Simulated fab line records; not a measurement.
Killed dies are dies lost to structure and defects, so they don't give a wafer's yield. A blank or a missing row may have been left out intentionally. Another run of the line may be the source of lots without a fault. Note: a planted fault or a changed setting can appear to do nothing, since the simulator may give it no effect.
Chamber matching / flow n5-finfet / N5_BEOL_M12_DEP_53 on pecvd-01 has 3 sister chambers
The step deposits SiCN from 3MS/NH3, target thk 30 nm, time 10.5 s. 3 wafers are shown with their chamber, then 9 later ones without.

WAFERS, EACH WITH ITS CHAMBER
wafer=L081.4; chamber=2; showerhead-plenum-p-Torr (Torr)=4.167
wafer=L081.5; chamber=0; showerhead-plenum-p-Torr (Torr)=4.193
wafer=L081.6; chamber=1; showerhead-plenum-p-Torr (Torr)=4.198

WAFERS MISSING THEIR CHAMBER
wafer=L083.4; showerhead-plenum-p-Torr (Torr)=4.191
wafer=L083.5; showerhead-plenum-p-Torr (Torr)=4.204
wafer=L083.6; showerhead-plenum-p-Torr (Torr)=4.167
wafer=L085.1; showerhead-plenum-p-Torr (Torr)=4.194
wafer=L085.2; showerhead-plenum-p-Torr (Torr)=4.200
wafer=L085.6; showerhead-plenum-p-Torr (Torr)=4.192
wafer=L089.2; showerhead-plenum-p-Torr (Torr)=4.171
wafer=L089.4; showerhead-plenum-p-Torr (Torr)=4.172
wafer=L089.6; showerhead-plenum-p-Torr (Torr)=4.184

EACH ONE'S CHAMBER
wafer=L083.4; from the rows above=can't be placed: 0 or 1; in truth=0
wafer=L083.5; from the rows above=can't be placed: 1 or 0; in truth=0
wafer=L083.6; from the rows above=2; in truth=2
wafer=L085.1; from the rows above=can't be placed: 0 or 1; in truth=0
wafer=L085.2; from the rows above=can't be placed: 1 or 0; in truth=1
wafer=L085.6; from the rows above=can't be placed: 0 or 1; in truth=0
wafer=L089.2; from the rows above=2; in truth=2
wafer=L089.4; from the rows above=2; in truth=2
wafer=L089.6; from the rows above=can't be placed: 0 or 1 or 2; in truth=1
Correct placement for 3 of the 9. Cannot be placed on the basis of these rows: 6; the candidates contain the true chamber in 6. Number placed wrongly: 0.
How it was worked out, from the rows above alone: a wafer's distance from a chamber is the root of the sum, over the readings, of the square of ((its reading less the chamber's mean) divided by the reading's scatter). If the next closest chamber is less than 2 further off than the closest, the wafer can't be placed; otherwise it belongs to the closest. Each chamber's mean is taken over the wafers shown for it. The scatter (one wafer shown for each chamber): square how far every hidden wafer sits from the nearest shown wafer, average those squares and take the square root.
